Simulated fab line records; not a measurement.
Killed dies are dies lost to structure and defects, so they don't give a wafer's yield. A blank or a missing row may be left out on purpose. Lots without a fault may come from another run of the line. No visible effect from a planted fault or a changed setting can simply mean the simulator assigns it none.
fab line records	flow nand_harc
[record] lots = 7	wafers = 21	last_day = 24
route steps=1159 shown P_BONDPAD@357 END@1159
lots with no fault: from the same line, run without faults
start_h: the number of hours between the record's first day and the start of the first shown wafer of the lot	wait_h: how many hours have passed since the lot's step before this one	" same as the row above	L1.1+2: several wafers, shown together as one row	- value missing, or start not given	* or withheld: withheld	< > ~ a bound
route shown NAME@n: NAME is a module with steps in the file, n the number in the route of the first one	usual: mean and standard deviation over wafers with no fault	same: alike in all rows	chamber/n: place in a boat	sites: the reading at each site	_std_site: the values' standard deviation	_edge_site: inner sites' mean taken away from outer sites' mean	radius_mm: for every site, how far away it sits from the centre of the wafer	mask NAME#n: copy n	behind: the most recent tool/chamber to have shaped the wafer	hold: reason for holding the lot/hours on hold/outcome of the hold	device: transistor that didn't switch, given as n, p or np	end of line: the route-end tests of the same wafers	a step with no rows: only its recipe	killed: at the first sort, the dies lost to defects and structure; wafer yield is something else	map: shows each die of a wafer: x if killed, . if not, _ if none is there
set.NAME: the run value of the setting; set.NAME@STEP: its run value at that earlier step	model.NAME: the simulator's own value behind a step, which no gauge read
a table for each step, a row for each wafer; lots at some steps of the route
services: the hour from which a tool's chamber was out of use, counted from the record's first day as start_h (under 0 if before that day), plus the number of hours and why
[[steps]]
[step NHARC_P_BONDPAD_COAT_36]
[recipe] temp_c = 200	time_s = 65
[step NHARC_P_BONDPAD_COAT_03]
[recipe] spin_rpm = 2000	resist_thk_nm = 600
[step NHARC_P_BONDPAD_SOFTBAKE_04]
[recipe] temp_c = 125	time_s = 70
[step NHARC_P_BONDPAD_EBR_05]
[step NHARC_P_BONDPAD_EXPOSE_06]
[recipe] na = 0.55	dose_mj = 37.06	mask_id = P_BPAD
[step NHARC_P_BONDPAD_PEB_07]
[recipe] peb_temp_c = 128	peb_time_s = 80
[step NHARC_P_BONDPAD_DEVELOP_08]
[recipe] time_s = 50	dev_temp_c = 22
[step NHARC_P_BONDPAD_CD_MEAS_09]
[recipe] target_cd_nm = 500	landing_energy_ev = 500
[usual] cd_nm = 499.7/1.8
lot.wafer	tool	chamber	start_h	wait_h	cd_nm
L284.1	cd_sem-02	0	154.20	-	498.5
L284.3	"	0	"	"	499.2
L284.5	"	0	"	"	495.8
L285.2	cd_sem-03	0	154.97	-	500.4
L285.3	"	0	"	"	502.0
L285.5	"	0	"	"	500.1
L286.2	cd_sem-02	0	160.61	-	498.0
L286.3	"	0	"	"	499.5
L286.5	"	0	"	"	501.9
L289.1	cd_sem-02	0	179.82	-	498.9
L289.2	"	0	"	"	503.0
L289.5	"	0	"	"	499.9
L290.2	cd_sem-02	0	180.73	-	503.2
L290.3	"	0	"	"	500.5
L290.4	"	0	"	"	499.2
L299.2	cd_sem-03	0	231.86	-	496.5
L299.3	"	0	"	"	497.6
L299.6	"	0	"	"	498.6
L304.2	cd_sem-01	0	274.44	-	501.8
L304.3	"	0	"	"	499.2
L304.4	"	0	"	"	502.2
[step NHARC_P_BONDPAD_OVL_MEAS_38]
[usual] overlay_x_nm = -3/5.3	overlay_y_nm = -1/4.8
lot.wafer	tool	chamber	start_h	wait_h	overlay_x_nm	overlay_y_nm
L284.1	overlay-01	-	154.29	-	-2	-2
L284.3	"	-	"	"	-2	-2
L284.5	"	-	"	"	-2	-2
L285.2	overlay-01	-	155.06	-	-2	-1
L285.3	"	-	"	"	-2	0
L285.5	"	-	"	"	-1	0
L286.2	overlay-02	-	160.69	-	-11	3
L286.3	"	-	"	"	-11	2
L286.5	"	-	"	"	-11	2
L289.1	overlay-01	-	179.90	-	-13	-1
L289.2	"	-	"	"	-13	-2
L289.5	"	-	"	"	-13	-1
L290.2	overlay-02	-	180.82	-	-1	1
L290.3	"	-	"	"	-1	1
L290.4	"	-	"	"	-2	1
L299.2	overlay-01	-	231.95	-	5	1
L299.3	"	-	"	"	4	1
L299.6	"	-	"	"	4	1
L304.2	overlay-01	-	274.53	-	-1	4
L304.3	"	-	"	"	-1	4
L304.4	"	-	"	"	0	4
[step NHARC_P_BONDPAD_HARDBAKE_10]
[recipe] temp_c = 118	time_s = 65
[step NHARC_P_BONDPAD_DESCUM_11]
[recipe] time_s = 3	o2_flow_sccm = 200	ar_flow_sccm = 0	bias_power_w = 0	chemistry = O2
[usual] drypump_motor_current_A = 5.7/0.4	oes_product_au = 1.002/0.009	rf_vpp_V = 57.7/0.95	showerhead_plenum_p_Torr = 1.89/0.11	throttle_valve_pct = 11.311/0.0095
lot.wafer	tool	chamber	start_h	wait_h	drypump_motor_current_A	oes_product_au	rf_hours_counter_h	rf_vpp_V	showerhead_plenum_p_Torr	throttle_valve_pct
L284.3	rie_diel-08	0	154.43	-	6.4	0.996	2	58.9	2.00	11.312
L284.1	"	2	"	"	5.4	1.010	2	58.9	1.78	11.306
L284.5	"	0	"	"	6.4	0.994	-	58.0	2.00	11.312
L285.2	rie_diel-08	2	155.19	-	5.4	1.001	2	56.2	1.78	11.314
L285.3	"	1	"	"	5.4	1.002	2	58.8	2.04	11.312
L285.5	"	2	"	"	5.4	0.999	-	57.8	1.78	11.317
L286.3	rie_diel-08	1	160.82	-	5.4	1.011	3	60.1	2.04	11.301
L286.2	"	0	"	"	6.4	0.994	3	57.8	2.00	11.320
L286.5	"	1	"	"	5.5	1.010	-	58.8	2.04	11.325
L289.1	rie_diel-08	0	180.03	-	6.4	0.992	4	58.2	2.00	11.314
L289.2	"	3	"	"	5.6	0.996	5	55.8	1.80	11.302
L289.5	"	1	"	"	5.4	1.010	-	58.4	2.04	11.318
L290.3	rie_diel-08	2	180.94	-	5.4	1.002	5	59.0	1.78	11.291
L290.2	"	0	"	"	6.4	0.988	5	58.3	2.00	11.304
L290.4	"	1	"	"	5.4	1.014	5	58.2	2.04	11.314
L299.3	rie_diel-08	2	232.13	-	5.4	1.002	10	57.5	1.78	11.327
L299.2	"	0	"	"	6.4	0.999	9	58.2	2.00	11.302
L299.6	"	3	"	"	5.6	0.996	-	56.8	1.80	11.301
L304.4	rie_diel-08	0	274.65	-	6.5	0.998	13	58.9	1.99	11.297
L304.3	"	2	"	"	5.4	1.001	14	55.9	1.77	11.313
L304.2	"	3	"	"	5.5	0.993	13	57.9	1.80	11.317
[step NHARC_P_BONDPAD_ETCH_37]
[recipe] target_depth_a = 600	overetch_a = 180	time_s = 65.91	ion_energy_ev = 200	n2_flow_sccm = 150	h2_flow_sccm = 150	ar_flow_sccm = 0	rf_w = 400	bias_w = 150	chemistry = N2/H2
[usual] bias_w = 150.0/0.44	drypump_motor_current_A = 5.7/0.4	h2_flow_sccm = 150.0/0.43	oes_product_au = 1.003/0.0086	rf_fwd_power_W = 396.9/1.3	rf_vpp_V = 430/3.3	showerhead_plenum_p_Torr = 2.01/0.12	throttle_valve_pct = 14.171/0.0089
lot.wafer	tool	chamber	start_h	wait_h	bias_w	drypump_motor_current_A	h2_flow_sccm	oes_product_au	rf_fwd_power_W	rf_hours_counter_h	rf_vpp_V	showerhead_plenum_p_Torr	throttle_valve_pct
L284.1	rie_diel-08	0	154.52	0.1	150.0	6.4	149.9	1.005	398.6	2	432	2.13	14.150
L284.3	"	1	"	"	149.7	5.4	149.7	1.009	396.9	2	434	2.18	14.176
L284.5	"	3	"	"	150.2	5.6	150.0	0.987	399.0	-	426	1.92	14.185
L285.3	rie_diel-08	2	155.28	0.1	149.9	5.4	150.2	1.006	394.4	2	426	1.89	14.154
L285.2	"	3	"	"	150.3	5.6	150.2	1.002	397.1	2	427	1.92	14.169
L285.5	"	2	"	"	150.6	5.4	150.2	1.004	394.7	-	427	1.89	14.167
L286.3	rie_diel-08	0	160.90	0.1	149.6	6.4	150.5	1.003	398.7	3	434	2.13	14.181
L286.2	"	2	"	"	150.1	5.4	150.1	0.999	396.8	3	426	1.89	14.170
L286.5	"	1	"	"	151.1	5.4	149.8	1.004	396.5	-	435	2.18	14.170
L289.1	rie_diel-08	3	180.12	0.1	149.3	5.6	149.5	0.999	398.2	5	427	1.92	14.174
L289.2	"	0	"	"	150.3	6.4	149.2	1.006	395.7	4	434	2.13	14.167
L289.5	"	3	"	"	149.4	5.6	150.0	0.991	398.5	-	429	1.92	14.188
L290.3	rie_diel-08	3	181.03	0.1	149.4	5.6	150.6	0.987	397.2	5	425	1.92	14.175
L290.2	"	0	"	"	150.9	6.4	150.1	0.998	396.8	5	433	2.13	14.157
L290.4	"	1	"	"	150.2	5.5	150.1	1.008	397.8	5	436	2.18	14.179
L299.3	rie_diel-08	1	232.26	0.1	149.5	5.4	150.2	1.009	397.2	10	434	2.17	14.164
L299.2	"	3	"	"	149.3	5.6	149.7	1.002	397.9	9	426	1.92	14.191
L299.6	"	1	"	"	150.2	5.4	149.9	1.003	396.6	-	435	2.17	14.169
L304.3	rie_diel-08	1	274.75	0.1	149.9	5.4	150.0	1.019	398.9	14	434	2.17	14.164
L304.4	"	3	"	"	150.6	5.6	150.0	0.998	398.7	13	429	1.92	14.160
L304.2	"	0	"	"	150.0	6.5	149.8	0.999	396.4	13	433	2.13	14.166
[step NHARC_P_BONDPAD_ETCH_12]
[recipe] target_depth_a = 2000	time_s = 100	chf3_flow_sccm = 50	o2_flow_sccm = 10	ar_flow_sccm = 200	rf_w = 500	bias_w = 200	chemistry = CHF3/O2
[usual] bias_w = 199.9/0.67	drypump_motor_current_A = 5.7/0.41	oes_product_au = 0.948/0.023	rf_fwd_power_W = 497.3/1.6	rf_vpp_V = 370.0/2.9	showerhead_plenum_p_Torr = 2.38/0.13	throttle_valve_pct = 20.572/0.0097
lot.wafer	tool	chamber	start_h	wait_h	bias_w	drypump_motor_current_A	oes_product_au	rf_fwd_power_W	rf_hours_counter_h	rf_vpp_V	showerhead_plenum_p_Torr	throttle_valve_pct
L284.3	rie_diel-08	1	154.61	-	200.3	5.4	0.931	496.6	2	374.1	2.55	20.562
L284.1	"	2	"	"	199.7	5.4	0.934	495.8	2	366.6	2.24	20.557
L284.5	"	3	"	"	200.4	5.6	0.925	496.8	-	367.9	2.27	20.588
L285.2	rie_diel-08	0	155.42	-	199.5	6.4	0.962	498.5	2	372.0	2.50	20.566
L285.3	"	1	"	"	199.8	5.4	0.986	495.8	2	372.9	2.55	20.573
L285.5	"	0	"	"	199.6	6.5	0.967	497.3	-	371.1	2.50	20.570
L286.2	rie_diel-08	1	160.99	-	199.7	5.4	0.958	498.8	3	375.0	2.55	20.554
L286.3	"	0	"	"	200.8	6.4	1.186	695.4	3	372.9	2.50	20.563
L286.5	"	1	"	"	200.1	5.4	0.960	497.2	-	374.2	2.55	20.574
L289.1	rie_diel-08	0	180.21	-	200.6	6.4	1.197	698.1	4	372.9	2.50	20.566
L289.2	"	3	"	"	199.6	5.5	0.968	499.7	5	369.0	2.27	20.572
L289.5	"	1	"	"	199.7	5.4	0.968	497.3	-	373.2	2.55	20.586
L290.2	rie_diel-08	1	181.12	-	200.0	5.4	0.988	496.2	5	375.5	2.55	20.578
L290.3	"	3	"	"	200.4	5.6	0.960	496.9	5	367.9	2.27	20.568
L290.4	"	0	"	"	200.3	6.4	1.217	697.7	5	374.3	2.50	20.566
L299.3	rie_diel-08	0	232.35	-	200.5	6.5	0.942	497.4	9	371.7	2.50	20.566
L299.2	"	2	"	"	199.1	5.4	0.945	496.9	10	369.1	2.24	20.582
L299.6	"	1	"	"	199.1	5.4	0.958	497.4	-	374.3	2.55	20.569
L304.3	rie_diel-08	1	274.84	-	200.4	5.4	0.934	500.6	14	373.7	2.55	20.575
L304.4	"	2	"	"	200.5	5.4	0.926	497.9	14	366.7	2.24	20.569
L304.2	"	3	"	"	200.1	5.5	0.927	496.7	13	366.9	2.27	20.578
[step NHARC_P_BONDPAD_CD_MEAS_13]
[usual] cd_nm = 499.0/2
lot.wafer	tool	chamber	start_h	wait_h	cd_nm
L284.1	cd_sem-03	-	154.74	-	498.7
L284.3	"	-	"	"	498.2
L284.5	"	-	"	"	494.1
L285.2	cd_sem-02	-	155.55	-	501.7
L285.3	"	-	"	"	500.8
L285.5	"	-	"	"	500.5
L286.2	cd_sem-03	-	161.14	-	495.6
L286.3	"	-	"	"	503.0
L286.5	"	-	"	"	501.1
L289.1	cd_sem-02	-	180.34	-	500.1
L289.2	"	-	"	"	502.7
L289.5	"	-	"	"	498.7
L290.2	cd_sem-03	-	181.26	-	503.5
L290.3	"	-	"	"	499.6
L290.4	"	-	"	"	502.3
L299.2	cd_sem-01	-	232.49	-	496.2
L299.3	"	-	"	"	496.5
L299.6	"	-	"	"	497.1
L304.2	cd_sem-01	-	274.98	-	501.5
L304.3	"	-	"	"	498.7
L304.4	"	-	"	"	502.4
[step NHARC_END_SORT_01]
[recipe] temp_c = 25
[usual] defect_limited_yield = 95.2/1.6	killed_at_array = 29/11	killed_at_other = 0.7/1.1	killed_at_periphery = 3.1/2	killed_dies = 33/11	killed_open = 3.5/1.8	killed_short = 2.0/1.4	sort_bin_2_pct = 1.5/0.6	sort_bin_3_pct = 0.24/0.19	sort_bin_4_pct = 3.1/1.1	sort_n_pass = 644/11	sort_rim_yield_pct = 96.5/2.3	sort_yield_pct = 95.2/1.6
[same] gross_dies = 677	sort_bin_5_pct[%] = 0	sort_bin_6_pct[%] = 0	sort_bin_7_pct[%] = 0	sort_bin_8_pct[%] = 0	sort_rim_n_gross = 106.00
lot.wafer	tool	chamber	start_h	wait_h	defect_limited_yield[%]	killed_at_array	killed_at_other	killed_at_periphery	killed_dies	killed_open	killed_short	sort_bin_2_pct[%]	sort_bin_3_pct[%]	sort_bin_4_pct[%]	sort_n_pass	sort_rim_yield_pct[%]	sort_yield_pct[%]
L285.2	prober-01	0	473.27	2.8	93.9	38	0	3	41	4	1	1.9	0.30	3.8	636	98.1	93.9
L285.3	prober-01	0	474.06	3.1	94.5	36	1	0	37	5	1	1.3	0.30	3.8	640	98.1	94.5
L285.5	prober-01	0	475.64	3.7	94.5	33	1	3	37	4	1	1.6	0.30	3.5	640	92.5	94.5
L286.2	prober-01	0	488.80	2.8	96.6	15	1	7	23	4	3	1.2	0	2.2	654	93.4	96.6
L286.3	prober-01	0	489.60	3.1	96.5	13	1	10	24	5	3	1.8	0.44	1.3	653	96.2	96.5
L286.5	prober-01	0	491.20	3.7	98.1	8	2	3	13	2	2	0.6	0	1.3	664	99.1	98.1
L284.1	prober-02	0	491.82	2.5	98.2	11	0	1	12	3	1	0.4	0	1.3	665	97.2	98.2
L284.3	prober-02	0	493.41	3.1	97.6	11	1	4	16	0	4	1.0	0	1.3	661	100.0	97.6
L284.5	prober-02	0	495.01	3.7	98.4	8	0	3	11	3	1	0.3	0	1.3	666	99.1	98.4
L289.1	prober-01	0	495.78	2.5	95.0	30	0	4	34	7	3	1.5	0.44	3.1	643	94.3	95.0
L289.2	prober-01	0	496.57	2.8	96.2	22	1	3	26	3	2	1.3	0.30	2.2	651	99.1	96.2
L289.5	prober-01	0	498.94	3.7	95.6	28	0	2	30	5	2	1.8	0.30	2.4	647	99.1	95.6
L290.2	prober-01	0	505.23	2.8	93.6	38	3	2	43	3	1	2.4	0.44	3.5	634	98.1	93.6
L290.3	prober-01	0	506.03	3.1	94.2	37	1	1	39	4	0	1.9	0.15	3.7	638	95.3	94.2
L290.4	prober-01	0	506.83	3.4	92.2	48	1	4	53	3	3	2.8	0.15	4.9	624	94.3	92.2
L299.2	prober-02	0	562.33	2.8	97.3	14	1	3	18	5	1	0.6	0.15	1.9	659	97.2	97.3
L299.3	prober-02	0	563.13	3.1	97.3	12	2	4	18	7	0	0.3	0.15	2.2	659	99.1	97.3
L299.6	prober-02	0	565.53	4.0	96.0	22	2	3	27	3	4	1.5	0.15	2.4	650	93.4	96.0
L304.2	prober-02	0	579.65	2.8	96.8	18	1	3	22	0	3	1.2	0.15	1.9	655	99.1	96.8
L304.3	prober-02	0	580.44	3.1	96.5	21	0	3	24	3	5	1.3	0	2.2	653	97.2	96.5
L304.4	prober-02	0	581.23	3.4	96.8	21	0	1	22	2	2	0.4	0	2.8	655	94.3	96.8
// killed by level:class
L285.2 A_CHANNEL_HOLE_D1:chamber_film_flake=15 A_SLIT:chamber_film_flake=10 A_BONDPAD:chamber_film_flake=5 A_CONTACT:geometric_particle:open=2 P_CONTACT:geometric_particle:open=1 P_M0:geometric_particle:open=1 A_CHANNEL_FILL_D1:geometric_particle:short=1 P_CONTACT:chamber_film_flake=1
L285.3 A_CHANNEL_HOLE_D1:chamber_film_flake=12 A_SLIT:chamber_film_flake=11 A_CHANNEL_FILL_D1:chamber_film_flake=4 A_BONDPAD:chamber_film_flake=3 A_WL_FILL:geometric_particle:open=2 A_ONON_D1:geometric_particle:open=1 A_CONTACT:geometric_particle:open=1 A_M0:geometric_particle:open=1
L285.5 A_CHANNEL_HOLE_D1:chamber_film_flake=12 A_SLIT:chamber_film_flake=8 A_BONDPAD:chamber_film_flake=4 A_CHANNEL_FILL_D1:chamber_film_flake=3 A_STAIRCASE:chamber_film_flake=2 P_M1:geometric_particle:open=1 A_CHANNEL_FILL_D1:geometric_particle:short=1 A_SLIT:geometric_particle:open=1
L286.2 A_CHANNEL_HOLE_D1:chamber_film_flake=9 A_STAIRCASE:chamber_film_flake=4 P_M0:geometric_particle:open=2 P_GATE:chamber_film_flake=2 P_STI:geometric_particle:open=1 P_CONTACT:geometric_particle:open=1 A_WL_FILL:geometric_particle:short=1 A_M1:geometric_particle:short=1
L286.3 A_CHANNEL_HOLE_D1:chamber_film_flake=6 P_BONDPAD:chamber_film_flake=5 P_GATE:geometric_particle:open=2 A_WL_FILL:geometric_particle:short=2 A_STAIRCASE:chamber_film_flake=2 P_CONTACT:geometric_particle:short=1 P_CONTACT:geometric_particle:open=1 P_M0:geometric_particle:open=1
L286.5 A_CHANNEL_HOLE_D1:chamber_film_flake=2 A_STAIRCASE:chamber_film_flake=2 A_CONTACT:chamber_film_flake=2 THIN_TSV:chamber_film_flake=2 P_CONTACT:geometric_particle:open=1 P_M0:geometric_particle:short=1 P_M0:geometric_particle:open=1 A_CONTACT:geometric_particle:short=1
L284.1 A_STAIRCASE:chamber_film_flake=2 A_SLIT:chamber_film_flake=2 A_CONTACT:chamber_film_flake=2 A_CHANNEL_FILL_D1:geometric_particle:open=1 A_CONTACT:geometric_particle:open=1 A_BLC:geometric_particle:open=1 A_BLC:geometric_particle:short=1 P_STI:chamber_film_flake=1
L284.3 A_CONTACT:chamber_film_flake=3 P_CONTACT:chamber_film_flake=2 A_CHANNEL_HOLE_D1:chamber_film_flake=2 A_SLIT:chamber_film_flake=2 P_STI:geometric_particle:short=1 A_WL_FILL:geometric_particle:short=1 A_CONTACT:geometric_particle:short=1 A_BLC:geometric_particle:short=1
L284.5 P_STI:chamber_film_flake=2 A_CONTACT:chamber_film_flake=2 A_CHANNEL_HOLE_D1:geometric_particle:open=1 A_CHANNEL_FILL_D1:geometric_particle:open=1 A_CONTACT:geometric_particle:open=1 A_M0:geometric_particle:short=1 P_CONTACT:chamber_film_flake=1 A_CHANNEL_HOLE_D1:chamber_film_flake=1
L289.1 A_CHANNEL_HOLE_D1:chamber_film_flake=17 A_CONTACT:chamber_film_flake=3 A_SGD_CUT:geometric_particle:short=2 A_BLC:geometric_particle:open=2 A_STAIRCASE:chamber_film_flake=2 P_GATE:geometric_particle:short=1 P_M0:geometric_particle:open=1 A_ONON_D1:geometric_particle:open=1
L289.2 A_CHANNEL_HOLE_D1:chamber_film_flake=11 A_CONTACT:chamber_film_flake=3 A_CHANNEL_FILL_D1:chamber_film_flake=2 P_M1:geometric_particle:short=1 A_CHANNEL_HOLE_D1:geometric_particle:open=1 A_CHANNEL_FILL_D1:geometric_particle:open=1 A_M0:geometric_particle:open=1 P_ZERO_WELL:chamber_film_flake=1
L289.5 A_CHANNEL_HOLE_D1:chamber_film_flake=13 A_STAIRCASE:chamber_film_flake=6 A_CONTACT:geometric_particle:open=3 P_CONTACT:geometric_particle:open=2 A_M0:chamber_film_flake=2 A_SOURCE_PLATE:geometric_particle:short=1 A_ONON_D1:geometric_particle:short=1 A_SGD_CUT:chamber_film_flake=1
L290.2 A_CHANNEL_HOLE_D1:chamber_film_flake=16 A_SLIT:chamber_film_flake=9 A_STAIRCASE:chamber_film_flake=6 THIN_TSV:chamber_film_flake=3 A_CONTACT:geometric_particle:open=2 P_GATE:chamber_film_flake=2 A_ZERO_WELL:chamber_film_flake=2 A_CONTACT:geometric_particle:short=1
L290.3 A_SLIT:chamber_film_flake=16 A_CHANNEL_HOLE_D1:chamber_film_flake=7 A_STAIRCASE:chamber_film_flake=5 A_ZERO_WELL:chamber_film_flake=2 A_BONDPAD:chamber_film_flake=2 P_M0:geometric_particle:open=1 A_CHANNEL_FILL_D1:geometric_particle:open=1 A_CONTACT:geometric_particle:open=1
L290.4 A_SLIT:chamber_film_flake=14 A_CHANNEL_HOLE_D1:chamber_film_flake=13 A_STAIRCASE:chamber_film_flake=8 P_GATE:chamber_film_flake=4 A_ZERO_WELL:chamber_film_flake=3 A_WL_FILL:chamber_film_flake=3 A_CONTACT:geometric_particle:open=2 A_CHANNEL_HOLE_D1:geometric_particle:short=1
L299.2 A_STAIRCASE:chamber_film_flake=4 P_GATE:chamber_film_flake=3 A_CHANNEL_HOLE_D1:chamber_film_flake=3 A_M0:geometric_particle:open=2 A_ONON_D1:geometric_particle:open=1 A_CHANNEL_FILL_D1:geometric_particle:open=1 A_WL_FILL:geometric_particle:short=1 A_CONTACT:geometric_particle:open=1
L299.3 A_STAIRCASE:chamber_film_flake=5 A_CHANNEL_HOLE_D1:chamber_film_flake=3 THIN_TSV:chamber_film_flake=2 P_CONTACT:geometric_particle:open=1 P_M1:geometric_particle:open=1 P_BONDPAD:geometric_particle:open=1 A_ONON_D1:geometric_particle:open=1 A_CHANNEL_FILL_D1:geometric_particle:open=1
L299.6 A_STAIRCASE:chamber_film_flake=7 A_CHANNEL_HOLE_D1:chamber_film_flake=5 A_WL_FILL:geometric_particle:short=2 P_GATE:chamber_film_flake=2 A_ZERO_WELL:chamber_film_flake=2 A_CONTACT:chamber_film_flake=2 THIN_TSV:chamber_film_flake=2 P_GATE:geometric_particle:short=1
L304.2 A_CHANNEL_HOLE_D1:chamber_film_flake=9 A_CONTACT:chamber_film_flake=6 P_STI:geometric_particle:short=1 P_GATE:geometric_particle:short=1 A_ONON_D1:geometric_particle:short=1 P_M0:chamber_film_flake=1 A_ZERO_WELL:chamber_film_flake=1 A_SLIT:chamber_film_flake=1
L304.3 A_CHANNEL_HOLE_D1:chamber_film_flake=11 A_CONTACT:chamber_film_flake=3 P_CONTACT:geometric_particle:open=1 P_CONTACT:geometric_particle:short=1 A_ONON_D1:geometric_particle:open=1 A_ONON_D1:geometric_particle:short=1 A_CHANNEL_FILL_D1:geometric_particle:open=1 A_WL_FILL:geometric_particle:short=1
L304.4 A_CHANNEL_HOLE_D1:chamber_film_flake=9 A_CONTACT:chamber_film_flake=6 A_WL_FILL:geometric_particle:short=2 A_ONON_D1:geometric_particle:open=1 A_CONTACT:geometric_particle:open=1 P_ZERO_WELL:chamber_film_flake=1 A_STAIRCASE:chamber_film_flake=1 A_WL_FILL:chamber_film_flake=1
[[services]]
tool	chamber	start_h	hours	kind
rie_diel-08	0	133.80	-	clean
rie_diel-08	1	133.80	-	clean
rie_diel-08	2	133.80	-	clean
rie_diel-08	3	133.80	-	clean
rie_diel-08	0	158.30	-	clean
rie_diel-08	1	158.30	-	clean
rie_diel-08	2	158.30	-	clean
rie_diel-08	3	158.30	-	clean
rie_diel-08	0	182.80	-	clean
rie_diel-08	1	182.80	-	clean
rie_diel-08	2	182.80	-	clean
rie_diel-08	3	182.80	-	clean
rie_diel-08	0	207.30	-	clean
rie_diel-08	1	207.30	-	clean
rie_diel-08	2	207.30	-	clean
rie_diel-08	3	207.30	-	clean
rie_diel-08	2	222.42	3.2	repair
rie_diel-08	3	226.48	5.6	repair
rie_diel-08	0	231.83	-	clean
rie_diel-08	1	231.83	-	clean
rie_diel-08	2	231.83	-	clean
rie_diel-08	0	256.35	-	clean
rie_diel-08	1	256.35	-	clean
rie_diel-08	2	256.35	-	clean
[[key]]
[first_sign] step = NHARC_P_BONDPAD_ETCH_12	reading = rf_fwd_power_W	direction = up	sigmas = 99+	usual = *	struck = *
[effect] step = NHARC_P_BONDPAD_ETCH_12	reading = oes_product_au	direction = up	sigmas = 11	usual = 0.948	struck = 1.200
met_at NHARC_P_BONDPAD_ETCH_12
struck_wafers L286.3,L289.1,L290.4
onset_between 155.42 160.99
[fault] kind = process_parameter_drift	tool = rie_diel-08	chamber = 0	onset_h = 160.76	steps = NHARC_P_BONDPAD_ETCH_12	channel = rf_w	offset = *	shape = step	end_h = 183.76	acts_in = *	stated = *
